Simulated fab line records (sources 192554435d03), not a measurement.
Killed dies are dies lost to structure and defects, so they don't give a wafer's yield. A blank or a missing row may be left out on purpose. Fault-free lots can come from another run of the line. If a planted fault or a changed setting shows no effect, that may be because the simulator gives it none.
Split-lot study + flow n5 finfet + 39 wafers read across 7 lots, on a route 1938 steps long

## THE SPLIT
At N5_BEOL_M1_TRENCH_ETCH_37 (etches SiOC in C4F6/O2, target depth 55.207 nm, time 29 s), the setting target depth a was moved away from the recipe's 552.07 angstrom on 12 of the 39 wafers read, by -55.3% to +39.2%. The other wafers ran this setting at the recipe's value.

## FROM THE SPLIT TO THE READING: what the file shows between them, 2 steps
- N5_BEOL_M1_ETCH_41: etches SiCN in CH3F/O2, target depth 31.9 nm, time 57.8 s
- N5_BEOL_M1_STRIP_97: strips in N2/H2, time 10 s

## THE READING
trench depth nm, in nm, at N5_BEOL_M1_OCD_MEAS_38. On this fab line, fault-free wafers typically give 55.3 nm with a standard deviation of 0.86 nm.

| wafer  | tool, chamber at the split | target depth a as run, angstrom | against the recipe | trench depth nm, nm | against lot-mates on the recipe |
|--------|----------------------------|---------------------------------|--------------------|---------------------|---------------------------------|
| L075.1 | rie diel-06, 0             | 552.07                          | recipe             | 54.3                | -                               |
| L075.2 | rie diel-06, 3             | 552.07                          | recipe             | 54.1                | -                               |
| L075.3 | rie diel-06, 1             | 552.07                          | recipe             | 55.1                | -                               |
| L075.4 | rie diel-06, 2             | 552.07                          | recipe             | 54.5                | -                               |
| L075.5 | rie diel-06, 1             | 552.07                          | recipe             | 55.6                | -                               |
| L075.6 | rie diel-06, 0             | 552.07                          | recipe             | 54.5                | -                               |
| L083.1 | rie diel-02, 1             | 768.6                           | +39.2%             | 78.4                | +22.5                           |
| L083.2 | rie diel-02, 3             | 768.6                           | +39.2%             | 77.9                | +22.0                           |
| L083.3 | rie diel-02, 2             | 768.6                           | +39.2%             | 77.7                | +21.8                           |
| L083.4 | rie diel-02, 0             | 552.07                          | recipe             | 55.1                | -                               |
| L083.5 | rie diel-02, 3             | 552.07                          | recipe             | 56.7                | -                               |
| L083.6 | rie diel-02, 2             | 552.07                          | recipe             | 55.9                | -                               |
| L081.1 | rie diel-02, 1             | 552.07                          | recipe             | 56.1                | -                               |
| L081.2 | rie diel-02, 2             | 739.2                           | +33.9%             | 75.1                | +19.8                           |
| L081.3 | rie diel-02, 0             | 552.07                          | recipe             | 54.9                | -                               |
| L081.4 | rie diel-02, 3             | 739.2                           | +33.9%             | 75.0                | +19.7                           |
| L081.5 | rie diel-02, 2             | 552.07                          | recipe             | 54.8                | -                               |
| L081.6 | rie diel-02, 1             | 739.2                           | +33.9%             | 74.7                | +19.4                           |
| L087.3 | rie diel-02, 0             | 552.07                          | recipe             | 55.1                | -                               |
| L087.4 | rie diel-02, 1             | 552.07                          | recipe             | 56.4                | -                               |
| L087.5 | rie diel-02, 3             | 552.07                          | recipe             | 57.5                | -                               |
| L089.1 | rie diel-05, 1             | 552.07                          | recipe             | 55.3                | -                               |
| L089.2 | rie diel-05, 2             | 552.07                          | recipe             | 54.8                | -                               |
| L089.3 | rie diel-05, 3             | 552.07                          | recipe             | 55.3                | -                               |
| L089.4 | rie diel-05, 0             | 552.07                          | recipe             | 55.8                | -                               |
| L089.5 | rie diel-05, 3             | 552.07                          | recipe             | 56.0                | -                               |
| L089.6 | rie diel-05, 2             | 552.07                          | recipe             | 54.7                | -                               |
| L088.1 | rie diel-06, 3             | 552.07                          | recipe             | 54.3                | -                               |
| L088.2 | rie diel-06, 2             | 246.9                           | -55.3%             | 23.9                | -31.0                           |
| L088.3 | rie diel-06, 0             | 552.07                          | recipe             | 54.5                | -                               |
| L088.4 | rie diel-06, 1             | 552.07                          | recipe             | 55.9                | -                               |
| L088.5 | rie diel-06, 3             | 246.9                           | -55.3%             | 24.3                | -30.6                           |
| L088.6 | rie diel-06, 2             | 246.9                           | -55.3%             | 24.7                | -30.2                           |
| L096.1 | rie diel-06, 0             | 552.07                          | recipe             | 53.6                | -                               |
| L096.2 | rie diel-06, 2             | 552.07                          | recipe             | 53.1                | -                               |
| L096.3 | rie diel-06, 3             | 552.07                          | recipe             | 54.4                | -                               |
| L096.4 | rie diel-06, 1             | 741.4                           | +34.3%             | 74.4                | +20.7                           |
| L096.5 | rie diel-06, 0             | 741.4                           | +34.3%             | 72.3                | +18.6                           |
| L096.6 | rie diel-06, 3             | 741.4                           | +34.3%             | 71.7                | +18.0                           |

THE FIT
A straight line over all 39 wafers: trench depth nm changes by +0.56 nm for each +1% of target depth a; r = +1.00; the points scatter about the line by 1 nm.
The same after taking each lot's own level away (the mean of its wafers on the recipe; 39 wafers): +0.56 nm for each +1%; r = +1.00; scatter 0.67 nm.
According to that fit, moving target depth a by its largest amount changes the reading by 31 nm.
Measured against the standard deviation above, the lots' own levels, which go from 53.70 to 56.33 nm, span 3.1 times it.
So the lot-to-lot level changes the slope little: the two slopes agree.
Check: -30.9 nm against its lot-mates is what the line predicts for one of the wafers moved furthest among these (-55.3%) when that wafer is left out of the fit. It came out at -31 nm against them.

## OTHER SPLITS ON THESE WAFERS
Before the reading, these wafers also passed through other splits. Each is held against what the fit with the lots' levels taken away leaves over:
| other split on the same wafers     | wafers away from the commonest value | r with trench depth nm (lot level and that fit taken away) |
|------------------------------------|--------------------------------------|------------------------------------------------------------|
| N5_BEOL_M0_SAQP_CUT_ETCH_46 time s | 12                                   | +0.01                                                      |

## THE WHOLE CHAIN: every reading that the file lists as answering this split, in the file's order
| step                      | what it does                                              | reading                                                                          | change (the file's fit)               | r (the file's) |
|---------------------------|-----------------------------------------------------------|----------------------------------------------------------------------------------|---------------------------------------|----------------|
| N5_BEOL_M1_TRENCH_ETCH_37 | etches SiOC in C4F6/O2, target depth 55.207 nm, time 29 s | BEOL_M1.feature depth nm (the simulator's own value, which no gauge read)        | +0.56 nm for each +1% of the setting  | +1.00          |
| N5_BEOL_M1_TRENCH_ETCH_37 | etches SiOC in C4F6/O2, target depth 55.207 nm, time 29 s | etch.depth nm (the simulator's own value, which no gauge read)                   | +0.56 nm for each +1% of the setting  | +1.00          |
| N5_BEOL_M1_TRENCH_ETCH_37 | etches SiOC in C4F6/O2, target depth 55.207 nm, time 29 s | TiN_of_BEOL_M1_HM_DEP_02.thk nm (the simulator's own value, which no gauge read) | -0.023 nm for each +1% of the setting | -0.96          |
| N5_BEOL_M1_OCD_MEAS_38    |                                                           | trench depth nm                                                                  | +0.56 nm for each +1% of the setting  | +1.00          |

## THE FILE'S OWN FIT
trench depth nm changes by +0.56 nm for each +1% of target depth a, r = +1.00.
